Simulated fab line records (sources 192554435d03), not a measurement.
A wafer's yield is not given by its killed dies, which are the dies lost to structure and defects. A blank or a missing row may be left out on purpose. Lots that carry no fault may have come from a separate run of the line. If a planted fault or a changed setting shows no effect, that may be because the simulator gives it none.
fab line records + flow n5Finfet
[record]
- lots = 6
- wafers = 18
- lastDay = 18
route steps=1938 shown HKMG_FIN@444 BEOL_M4@1111
lots with no fault: from the same line, run without faults
startH: the number of hours between the record's first day and the start of the first shown wafer of the lot + waitH: how many hours have passed since the lot's step before this one + " repeats the value in the row above + L1.1+2: a row that stands for several wafers + - value missing, or start not given + * or withheld: withheld + < > ~ a bound
route shown NAME@n: a module of which the file shows steps, and the number in the route of the first + usual: mean and standard deviation over wafers with no fault + same: alike in all rows + chamber/n: place in a boat + sites: the reading at each site + _std_site: the values' standard deviation + _edge_site: inner sites' mean taken away from outer sites' mean + radiusMm: for every site, how far away it sits from the centre of the wafer + mask NAME#n: copy n + behind: the most recent tool/chamber to have shaped the wafer + hold: why the lot was held/for how many hours/how that ended + device: transistor that didn't switch, given as n, p or np + end of line: the tests these same wafers got at the end of their route + a step with no rows: only its recipe + killed: dies lost to structure and defects at the first sort, not the wafer's yield + map: dies across one wafer; x = killed, . = not, _ = none there
set.NAME: the run value of the setting; set.NAME@STEP: its run value at that earlier step + model.NAME: the simulator's own value behind a step, which no gauge read
lots at some steps of the route; a table a step, a row a wafer
services: when a tool's chamber went out of use (startH, in hours from the record's first day, below 0 if earlier), for how many hours, and the reason
[[steps]]
[step N5_HKMG_FIN_ETCH_86]
[recipe]
- chemistry = N2/H2
- target = SOC
- targetDepthA = 3932
- stopOn = TiN
- ionEnergyEv = 100
- biasW = 61
- pressureMtorr = 30
- sourceW = 850
- n2FlowSccm = 200
- h2FlowSccm = 200
[step N5_HKMG_FIN_STRIP_89]
[recipe]
- chemistry = N2/H2
- material = SOC
- timeS = 20
- powerW = 500
- tempC = 40
- pressureMtorr = 50
- rfFrequencyHz = 6e+07
- biasPowerW = 8
- h2Frac = 0.5
- n2FlowSccm = 300
- h2FlowSccm = 300
[step N5_HKMG_FIN_WET_ETCH_87]
[recipe]
- chemistry = SC1
- target = TiN
- mix = 1:2:40
- tempC = 50
- timeS = 154.2
- targetDepthNm = 4.7
- dry = ipaMarangoni
- rinseTimeS = 30
- rinseTempC = 23
[step N5_HKMG_FIN_STRIP_88]
[recipe]
- chemistry = N2/H2
- powerW = 2500
- tempC = 300
- h2Frac = 0.65
- timeS = 360
- pressureMtorr = withheld
- n2FlowSccm = 1750
- h2FlowSccm = 3250
[usual]
- drypumpMotorCurrentA = 5.4/0.55
- h2FlowSccm = 3249/9.5
- heaterPowerW = 493/43
| lot.wafer | tool           | chamber | startH | waitH | drypumpMotorCurrentA | h2FlowSccm | heaterPowerW | rfHoursCounterH |
|-----------|----------------|---------|--------|-------|----------------------|------------|--------------|-----------------|
| L140.1    | plasmaAsher-02 | 0       | 89.34  | 0.0   | 5.1                  | 3241       | 561          | 93              |
| L140.2    | "              | 1       | "      | "     | 5.9                  | 3252       | 502          | 93              |
| L140.4    | "              | 0       | "      | "     | 5.1                  | 3237       | 562          | -               |
| L149.1    | plasmaAsher-02 | 0       | 142.57 | 0.0   | 5.0                  | 3240       | 565          | 103             |
| L149.5    | "              | 0       | "      | "     | 5.1                  | 3253       | 558          | -               |
| L149.6    | "              | 1       | "      | "     | 5.9                  | 3251       | 497          | -               |
| L150.4    | plasmaAsher-01 | 0       | 150.00 | 0.1   | 6.0                  | 3251       | 446          | -               |
| L150.5    | "              | 0       | "      | "     | 6.0                  | 3252       | 439          | -               |
| L150.6    | "              | 1       | "      | "     | 4.7                  | 3255       | 469          | -               |
| L153.1    | plasmaAsher-01 | 1       | 168.80 | 0.0   | 4.7                  | 3256       | 471          | 52              |
| L153.2    | "              | 0       | "      | "     | 6.0                  | 3243       | 462          | 52              |
| L153.5    | "              | 0       | "      | "     | 6.0                  | 3246       | 443          | -               |
| L155.1    | plasmaAsher-02 | 1       | 181.77 | 0.0   | 5.9                  | 3258       | 507          | 110             |
| L155.3    | "              | 1       | "      | "     | 5.9                  | 3237       | 503          | -               |
| L155.6    | "              | 0       | "      | "     | 5.1                  | 3246       | 566          | -               |
| L159.1    | plasmaAsher-02 | 0       | 205.48 | 0.0   | 5.0                  | 3247       | 553          | 114             |
| L159.4    | "              | 0       | "      | "     | 5.1                  | 3251       | 544          | -               |
| L159.6    | "              | 1       | "      | "     | 5.9                  | 3247       | 505          | -               |
[step N5_HKMG_FIN_NWFM_ALD_20]
[recipe]
- material = TiAlC
- targetThkA = 20
- tempC = 300
- aldPrecursorFamily = TiCl4
- aldCoReactant = TEA
- pulseTimeS = 3
- purgeTimeS = 2
- coReactantPurgeTimeS = 2
- coReactantPulseTimeS = 10
- aldCycles = 7
- pressureTorr = 3
[step N5_HKMG_FIN_ALD_71]
[recipe]
- material = TiN
- targetThkA = 10
- tempC = 400
- aldPrecursorFamily = TiCl4
- aldCoReactant = NH3
- pulseTimeS = 1
- purgeTimeS = 3
- coReactantPurgeTimeS = 2
- coReactantPulseTimeS = 2
- aldCycles = 47
- pressureTorr = 3
[usual]
- aldCycles = 47/0
- chamberPressureTorr = 2.999/0.0066
- heaterPowerW = 839/78
- precursorPulseHeightRel = 1.001/0.02
| lot.wafer | tool        | chamber | startH | waitH | aldCycles | chamberPressureTorr | heaterPowerW | precursorPulseHeightRel |
|-----------|-------------|---------|--------|-------|-----------|---------------------|--------------|-------------------------|
| L140.1    | aldMetal-03 | 2       | 89.82  | 0.0   | 47        | 3.000               | 893          | 0.993                   |
| L140.2    | "           | 3       | "      | "     | 47        | 2.996               | 790          | 0.983                   |
| L140.4    | "           | 1       | "      | "     | 47        | 3.000               | 799          | 1.019                   |
| L149.1    | aldMetal-04 | 1       | 143.06 | 0.0   | 47        | 3.006               | 838          | 0.989                   |
| L149.5    | "           | 3       | "      | "     | 47        | 2.992               | 872          | 1.019                   |
| L149.6    | "           | 0       | "      | "     | 47        | 3.002               | 729          | 1.007                   |
| L150.4    | aldMetal-03 | 0       | 150.49 | 0.1   | 47        | 3.006               | 754          | 1.025                   |
| L150.5    | "           | 2       | "      | "     | 47        | 3.001               | 889          | 0.974                   |
| L150.6    | "           | 3       | "      | "     | 47        | 2.991               | 787          | 1.003                   |
| L153.1    | aldMetal-04 | 0       | 169.29 | 0.0   | 47        | 3.001               | 728          | 0.979                   |
| L153.2    | "           | 2       | "      | "     | 47        | 2.994               | 872          | 0.964                   |
| L153.5    | "           | 0       | "      | "     | 47        | 3.003               | 744          | 1.007                   |
| L155.1    | aldMetal-02 | 1       | 182.25 | 0.0   | 47        | 3.010               | 803          | 0.978                   |
| L155.3    | "           | 2       | "      | "     | 47        | 3.003               | 757          | 1.000                   |
| L155.6    | "           | 3       | "      | "     | 47        | 2.998               | 888          | 0.974                   |
| L159.1    | aldMetal-03 | 2       | 205.96 | 0.0   | 47        | 2.989               | 887          | 0.988                   |
| L159.4    | "           | 3       | "      | "     | 47        | 3.000               | 780          | 0.995                   |
| L159.6    | "           | 3       | "      | "     | 47        | 3.003               | 787          | 1.021                   |
[step N5_HKMG_FIN_COAT_66]
[recipe]
- resist = SOC
- tempC = 250
- timeS = 60
- spinRpm = 1500
- resistThkNm = 300
[step N5_HKMG_FIN_ETCH_67]
[recipe]
- chemistry = N2/H2
- target = SOC
- targetDepthA = 3889
- stopOn = TiN
- ionEnergyEv = 100
- biasW = 61
- pressureMtorr = 30
- sourceW = 850
- n2FlowSccm = 200
- h2FlowSccm = 200
[usual]
- drypumpMotorCurrentA = 5.7/0.48
- h2FlowSccm = 200.0/0.58
- oesProductAu = 0.81/0.068
- rfVppV = 240.5/1.3
- showerheadPlenumPTorr = 2.52/0.078
- throttleValvePct = 17.75/0.22
| lot.wafer | tool       | chamber | startH | waitH | drypumpMotorCurrentA | h2FlowSccm | oesProductAu | rfHoursCounterH | rfVppV | showerheadPlenumPTorr | throttleValvePct |
|-----------|------------|---------|--------|-------|----------------------|------------|--------------|-----------------|--------|-----------------------|------------------|
| L140.1    | rieDiel-01 | 2       | 90.16  | -     | 5.6                  | 200.5      | 0.80         | 84              | 241.9  | 2.58                  | 17.85            |
| L140.2    | "          | 0       | "      | "     | 6.3                  | 200.7      | 0.89         | 25              | 240.0  | 2.48                  | 17.59            |
| L140.4    | "          | 3       | "      | "     | 6.2                  | 199.7      | 0.80         | 76              | 239.0  | 2.47                  | 17.64            |
| L149.1    | rieDiel-02 | 3       | 143.42 | -     | 5.9                  | 199.9      | 0.77         | 122             | 242.3  | 2.67                  | 17.50            |
| L149.5    | "          | 0       | "      | "     | 5.2                  | 199.8      | 0.71         | -               | 240.5  | 2.53                  | 17.94            |
| L149.6    | "          | 3       | "      | "     | 5.9                  | 199.8      | 0.77         | -               | 242.7  | 2.67                  | 17.48            |
| L150.4    | rieDiel-01 | 0       | 150.73 | -     | 6.2                  | 199.7      | 0.84         | 54              | 240.4  | 2.46                  | 17.62            |
| L150.5    | "          | 2       | "      | "     | 5.6                  | 200.0      | 0.76         | -               | 241.8  | 2.57                  | 17.91            |
| L150.6    | "          | 1       | "      | "     | 5.0                  | 200.4      | 0.68         | -               | 238.8  | 2.39                  | 18.00            |
| L153.1    | rieDiel-02 | 1       | 169.63 | -     | 6.1                  | 199.4      | 0.74         | 138             | 240.6  | 2.43                  | 17.75            |
| L153.2    | "          | 0       | "      | "     | 5.2                  | 199.7      | 0.70         | 191             | 240.1  | 2.53                  | 17.97            |
| L153.5    | "          | 3       | "      | "     | 5.9                  | 200.3      | 0.76         | -               | 243.7  | 2.66                  | 17.50            |
| L155.1    | rieDiel-02 | 2       | 182.75 | -     | 5.7                  | 200.1      | 0.86         | 50              | 239.2  | 2.49                  | 18.16            |
| L155.3    | "          | 0       | "      | "     | 5.2                  | 199.6      | 0.69         | 196             | 240.3  | 2.53                  | 17.97            |
| L155.6    | "          | 0       | "      | "     | 5.2                  | 200.2      | 0.70         | -               | 240.5  | 2.52                  | 17.98            |
| L159.1    | rieDiel-04 | 0       | 206.46 | -     | 6.1                  | 199.1      | 0.85         | 48              | 239.4  | 2.47                  | 17.64            |
| L159.4    | "          | 0       | "      | "     | 6.1                  | 200.0      | 0.84         | -               | 239.2  | 2.47                  | 17.64            |
| L159.6    | "          | 2       | "      | "     | 4.8                  | 200.4      | 0.86         | -               | 239.7  | 2.58                  | 17.53            |
[step N5_HKMG_FIN_STRIP_90]
[recipe]
- chemistry = N2/H2
- material = SOC
- timeS = 20
- powerW = 500
- tempC = 40
- pressureMtorr = 50
- rfFrequencyHz = 6e+07
- biasPowerW = 8
- h2Frac = 0.5
- n2FlowSccm = 300
- h2FlowSccm = 300
[step N5_HKMG_FIN_WET_ETCH_73]
[recipe]
- chemistry = SC1
- mix = 1:2:40
- tempC = 50
- timeS = 42.3
- targetDepthNm = 1.3
- dry = ipaMarangoni
- rinseTimeS = 30
- rinseTempC = 23
[step N5_HKMG_FIN_ETCHBACK_68]
[recipe]
- chemistry = Cl2/Ar
- stopOn = HfO2
- targetDepthA = 5
- pressureMtorr = 10
- icpW = 600
- biasW = 60
- Cl2_flow_sccm = 40
- Ar_flow_sccm = 60
[usual]
- drypumpMotorCurrentA = 5.8/0.35
- oesProductAu = 0.76/0.11
- throttleValvePct = 20.87/0.17
| lot.wafer | tool        | chamber | startH | waitH | drypumpMotorCurrentA | oesProductAu | rfHoursCounterH | throttleValvePct |
|-----------|-------------|---------|--------|-------|----------------------|--------------|-----------------|------------------|
| L140.1    | rieMetal-01 | 0       | 90.38  | 0.0   | 6.3                  | 0.78         | 41              | 20.61            |
| L140.2    | "           | 1       | "      | "     | 5.7                  | 0.67         | 31              | 21.15            |
| L140.4    | "           | 0       | "      | "     | 6.3                  | 0.79         | -               | 20.62            |
| L149.1    | rieMetal-01 | 1       | 143.64 | 0.0   | 5.7                  | 0.78         | 35              | 20.99            |
| L149.5    | "           | 0       | "      | "     | 6.3                  | 0.78         | -               | 20.64            |
| L149.6    | "           | 1       | "      | "     | 5.7                  | 0.79         | -               | 20.98            |
| L150.4    | rieMetal-03 | 0       | 151.03 | 0.1   | 5.4                  | 0.76         | -               | 21.05            |
| L150.5    | "           | 1       | "      | "     | 5.4                  | 0.82         | -               | 20.76            |
| L150.6    | "           | 0       | "      | "     | 5.5                  | 0.93         | -               | 20.87            |
| L153.1    | rieMetal-03 | 1       | 169.85 | 0.0   | 5.4                  | 0.82         | 22              | 20.76            |
| L153.2    | "           | 0       | "      | "     | 5.4                  | 0.92         | 4               | 20.88            |
| L153.5    | "           | 1       | "      | "     | 5.4                  | 0.82         | -               | 20.74            |
| L155.1    | rieMetal-03 | 1       | 182.97 | 0.0   | 5.4                  | 0.82         | 23              | 20.74            |
| L155.3    | "           | 0       | "      | "     | 5.5                  | 0.90         | -               | 20.87            |
| L155.6    | "           | 0       | "      | "     | 5.5                  | 0.90         | -               | 20.87            |
| L159.1    | rieMetal-02 | 0       | 206.67 | 0.0   | 6.2                  | 0.97         | 0               | 20.66            |
| L159.4    | "           | 0       | "      | "     | 6.2                  | 0.97         | -               | 20.65            |
| L159.6    | "           | 0       | "      | "     | 6.2                  | 0.97         | -               | 20.65            |
[step N5_HKMG_FIN_STRIP_69]
[recipe]
- chemistry = N2/H2
- powerW = 2500
- tempC = 300
- h2Frac = 0.65
- timeS = 360
- pressureMtorr = withheld
- n2FlowSccm = 1750
- h2FlowSccm = 3250
[step N5_HKMG_FIN_ALD_21]
[recipe]
- material = TiN
- targetThkA = 15
- tempC = 400
- aldPrecursorFamily = TiCl4
- aldCoReactant = NH3
- pulseTimeS = 1
- purgeTimeS = 3
- coReactantPurgeTimeS = 2
- coReactantPulseTimeS = 2
- aldCycles = 68
- pressureTorr = 3
[usual]
- aldCycles = 68/0
- chamberPressureTorr = 3.000/0.0061
- heaterPowerW = 845/85
- precursorPulseHeightRel = 1.002/0.019
| lot.wafer | tool        | chamber | startH | waitH | aldCycles | chamberPressureTorr | heaterPowerW | precursorPulseHeightRel | model.TiN_of_HKMG_FIN_ALD_21.thkNm |
|-----------|-------------|---------|--------|-------|-----------|---------------------|--------------|-------------------------|------------------------------------|
| L140.1    | aldMetal-04 | 3       | 90.90  | 0.3   | 68        | 2.999               | 853          | 1.019                   | 1.4                                |
| L140.2    | "           | 0       | "      | "     | 68        | 3.000               | 709          | 1.018                   | 1.4                                |
| L140.4    | "           | 1       | "      | "     | 68        | 3.002               | 852          | 1.025                   | 1.6                                |
| L149.1    | aldMetal-04 | 0       | 144.16 | 0.3   | 88        | 2.998               | 729          | 0.971                   | 2                                  |
| L149.5    | "           | 1       | "      | "     | 88        | 3.010               | 838          | 0.999                   | 2                                  |
| L149.6    | "           | 2       | "      | "     | 88        | 2.996               | 852          | 0.988                   | 2                                  |
| L150.4    | aldMetal-04 | 2       | 151.55 | 0.1   | 68        | 3.001               | 842          | 0.977                   | 1.6                                |
| L150.5    | "           | 0       | "      | "     | 88        | 2.998               | 743          | 0.983                   | 2                                  |
| L150.6    | "           | 1       | "      | "     | 88        | 2.994               | 830          | 0.995                   | 2                                  |
| L153.1    | aldMetal-02 | 1       | 170.41 | 0.3   | 68        | 2.993               | 760          | 1.023                   | 1.6                                |
| L153.2    | "           | 3       | "      | "     | 68        | 2.990               | 881          | 0.990                   | 1.6                                |
| L153.5    | "           | 0       | "      | "     | 68        | 3.009               | 1032         | 0.991                   | 1.6                                |
| L155.1    | aldMetal-03 | 1       | 183.50 | 0.3   | 68        | 2.999               | 851          | 0.988                   | 1.6                                |
| L155.3    | "           | 3       | "      | "     | 68        | 2.996               | 790          | 1.015                   | 1.6                                |
| L155.6    | "           | 3       | "      | "     | 68        | 3.000               | 778          | 1.004                   | 1.6                                |
| L159.1    | aldMetal-02 | 3       | 207.21 | 0.3   | 68        | 3.002               | 908          | 1.007                   | 1.4                                |
| L159.4    | "           | 2       | "      | "     | 68        | 3.012               | 753          | 0.955                   | 1.6                                |
| L159.6    | "           | 0       | "      | "     | 68        | 2.989               | 1027         | 0.974                   | 1.6                                |
[step N5_HKMG_FIN_ALD_72]
[recipe]
- material = W
- targetThkA = 20
- tempC = 300
- pressureTorr = 7.5
- aldPrecursorFamily = WF6
- aldCoReactant = B2H6
- pulseTimeS = 1
- purgeTimeS = 2
- coReactantPurgeTimeS = 2
- coReactantPulseTimeS = 3
- aldCycles = 7
[usual]
- aldCycles = 7/0
- chamberPressureTorr = 7.500/0.017
- heaterPowerW = 469/37
- precursorPulseHeightRel = 1.001/0.022
| lot.wafer | tool    | chamber | startH | waitH | aldCycles | chamberPressureTorr | heaterPowerW | precursorPulseHeightRel |
|-----------|---------|---------|--------|-------|-----------|---------------------|--------------|-------------------------|
| L140.1    | cvdW-02 | 1       | 91.27  | 0.2   | 7         | 7.498               | 484          | 0.996                   |
| L140.2    | "       | 0       | "      | "     | 7         | 7.514               | 489          | 1.014                   |
| L140.4    | "       | 1       | "      | "     | 7         | 7.491               | 473          | 0.991                   |
| L149.1    | cvdW-01 | 0       | 144.52 | 0.2   | 7         | 7.492               | 402          | 1.010                   |
| L149.5    | "       | 0       | "      | "     | 7         | 7.495               | 391          | 0.991                   |
| L149.6    | "       | 1       | "      | "     | 7         | 7.512               | 492          | 1.004                   |
| L150.4    | cvdW-02 | 1       | 151.93 | 0.2   | 7         | 7.510               | 477          | 0.982                   |
| L150.5    | "       | 1       | "      | "     | 7         | 7.515               | 477          | 0.986                   |
| L150.6    | "       | 0       | "      | "     | 7         | 7.530               | 486          | 1.025                   |
| L153.1    | cvdW-02 | 1       | 170.77 | 0.2   | 7         | 7.496               | 483          | 1.009                   |
| L153.2    | "       | 0       | "      | "     | 7         | 7.524               | 505          | 1.001                   |
| L153.5    | "       | 1       | "      | "     | 7         | 7.500               | 480          | 1.033                   |
| L155.1    | cvdW-02 | 1       | 183.87 | 0.2   | 7         | 7.491               | 477          | 0.992                   |
| L155.3    | "       | 1       | "      | "     | 7         | 7.509               | 471          | 0.986                   |
| L155.6    | "       | 0       | "      | "     | 7         | 7.486               | 470          | 0.995                   |
| L159.1    | cvdW-02 | 1       | 207.57 | 0.2   | 7         | 7.500               | 488          | 0.979                   |
| L159.4    | "       | 0       | "      | "     | 7         | 7.467               | 492          | 0.996                   |
| L159.6    | "       | 1       | "      | "     | 7         | 7.487               | 476          | 1.002                   |
[step N5_BEOL_M4_RC_MEAS_101]
[usual]
- DIBL_N = 36.0/2
- DIBL_P = 36.2/2.2
- IOFF_N = 0.16/0.034
- IOFF_P = 0.21/0.04
- ION_N = 675/12
- ION_P = 463/7.2
- SS_N = 71.6/0.6
- SS_P = 73.3/0.67
- VT_N = 250/3
- VT_P = -251/3.4
| lot.wafer | tool      | chamber | startH | waitH | DIBL_N[mV/V] | DIBL_P[mV/V] | IOFF_N[nA/um] | IOFF_P[nA/um] | ION_N[uA/um] | ION_P[uA/um] | SS_N[mV/dec] | SS_P[mV/dec] | VT_N[mV] | VT_P[mV] |
|-----------|-----------|---------|--------|-------|--------------|--------------|---------------|---------------|--------------|--------------|--------------|--------------|----------|----------|
| L140.1    | prober-02 | 0       | 188.48 | 0.0   | 37.3         | 39.8         | 0.17          | 0.23          | 673          | 459          | 72.2         | 74.6         | 248      | -251     |
| L140.2    | "         | 0       | "      | "     | 32.4         | 33.9         | 0.11          | 0.15          | 654          | 451          | 70.4         | 72.4         | 255      | -255     |
| L140.4    | "         | 0       | "      | "     | 35.2         | 36.3         | 0.13          | 0.17          | 666          | 455          | 71.1         | 73.4         | 255      | -253     |
| L149.1    | prober-01 | 0       | 242.60 | 0.0   | 38.7         | 37.5         | 0.16          | 0.20          | 668          | 454          | 70.9         | 73.9         | 253      | -252     |
| L149.5    | "         | 0       | "      | "     | 40.5         | 39.3         | 0.19          | 0.24          | 679          | 461          | 71.7         | 74.9         | 249      | -252     |
| L149.6    | "         | 0       | "      | "     | 41.2         | 41.1         | 0.22          | 0.26          | 698          | 466          | 72.2         | 74.8         | 249      | -249     |
| L150.4    | prober-01 | 0       | 245.66 | 0.5   | 35.2         | 37.1         | 0.16          | 0.24          | 673          | 468          | 70.8         | 73.5         | 250      | -244     |
| L150.5    | "         | 0       | "      | "     | 35.5         | 36.8         | 0.16          | 0.23          | 680          | 465          | 70.9         | 73.3         | 250      | -249     |
| L150.6    | "         | 0       | "      | "     | 35.8         | 38.0         | 0.17          | 0.25          | 685          | 474          | 71.6         | 73.7         | 249      | -249     |
| L153.1    | prober-01 | 0       | 267.96 | 0.0   | 36.1         | 36.0         | 0.18          | 0.25          | 689          | 479          | 71.2         | 72.8         | 247      | -245     |
| L153.2    | "         | 0       | "      | "     | 38.2         | 38.0         | 0.21          | 0.28          | 687          | 474          | 72.2         | 73.9         | 244      | -247     |
| L153.5    | "         | 0       | "      | "     | 37.3         | 36.0         | 0.19          | 0.26          | 684          | 476          | 71.7         | 73.3         | 250      | -246     |
| L155.1    | prober-02 | 0       | 279.72 | 0.0   | 32.4         | 32.5         | 0.10          | 0.16          | 649          | 453          | 70.5         | 71.9         | 257      | -255     |
| L155.3    | "         | 0       | "      | "     | 36.2         | 36.1         | 0.16          | 0.20          | 675          | 463          | 71.2         | 72.9         | 252      | -252     |
| L155.6    | "         | 0       | "      | "     | 36.1         | 35.8         | 0.14          | 0.19          | 668          | 459          | 71.6         | 73.3         | 253      | -252     |
| L159.1    | prober-02 | 0       | 314.66 | 0.0   | 34.8         | 34.0         | 0.14          | 0.17          | 673          | 464          | 70.5         | 73.1         | 252      | -253     |
| L159.4    | "         | 0       | "      | "     | 35.9         | 34.4         | 0.14          | 0.17          | 661          | 451          | 70.8         | 73.0         | 249      | -255     |
| L159.6    | "         | 0       | "      | "     | 32.5         | 31.0         | 0.10          | 0.14          | 659          | 456          | 70.5         | 72.0         | 253      | -256     |
[[services]]
| tool           | chamber | startH | hours | kind                         |
|----------------|---------|--------|-------|------------------------------|
| plasmaAsher-01 | -       | 74.45  | 2.8   | pm                           |
| rieDiel-04     | 2       | 85.92  | 7.1   | repair                       |
| rieDiel-01     | 0       | 90.34  | 2.5   | repair                       |
| rieDiel-04     | -       | 93.97  | 28.1  | pm                           |
| rieMetal-03    | 0       | 98.66  | -     | clean                        |
| rieMetal-03    | 0       | 98.66  | 32.9  | scheduledDown                |
| rieMetal-03    | 0       | 98.66  | 32.9  | ventCycle                    |
| aldMetal-04    | -       | 117.95 | 8.7   | pm                           |
| rieMetal-02    | -       | 120.62 | 4.0   | pm                           |
| rieDiel-01     | 3       | 123.27 | 6.5   | repair                       |
| aldMetal-03    | 1       | 127.24 | 24.1  | repair                       |
| rieDiel-02     | 0       | 128.23 | 12.0  | repair                       |
| rieDiel-04     | -       | 131.45 | 0.3   | repair                       |
| aldMetal-04    | -       | 137.10 | 0.7   | repair                       |
| plasmaAsher-02 | -       | 160.25 | 2.5   | repair                       |
| rieDiel-01     | 1       | 162.05 | -     | clean                        |
| rieDiel-01     | 1       | 162.05 | -     | consumableReplace:focusRing  |
| rieDiel-01     | 1       | 162.05 | -     | consumableReplace:showerhead |
| rieDiel-01     | 1       | 162.05 | 22.6  | scheduledDown                |
| rieDiel-01     | 1       | 162.05 | 22.6  | ventCycle                    |
| cvdW-01        | 0       | 182.14 | 3.5   | repair                       |
| rieMetal-02    | 0       | 182.77 | -     | clean                        |
| rieDiel-01     | -       | 196.61 | 0.9   | repair                       |
| rieDiel-04     | 3       | 198.02 | 17.3  | repair                       |
[[key]]
[firstSign]
- step = N5_HKMG_FIN_ALD_21
- reading = aldCycles
- direction = up
- sigmas = 99+
- usual = *
- struck = *
effect none on later readings
[modelEffect]
- step = N5_HKMG_FIN_ALD_21
- value = TiN_of_HKMG_FIN_ALD_21.thkNm
- without = 1.44
- struck = 2
metAt N5_HKMG_FIN_ALD_21
struckWafers L149.1,L149.5,L149.6,L150.5,L150.6
onsetBetween 90.90 144.16
[fault]
- kind = processParameterDrift
- tool = aldMetal-04
- chamber = -
- onsetH = 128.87
- steps = N5_HKMG_FIN_ALD_21
- channel = aldCycles
- offset = *
- shape = step
- endH = 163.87
- scope = struckWafersOnly
- actsIn = *
- stated = *
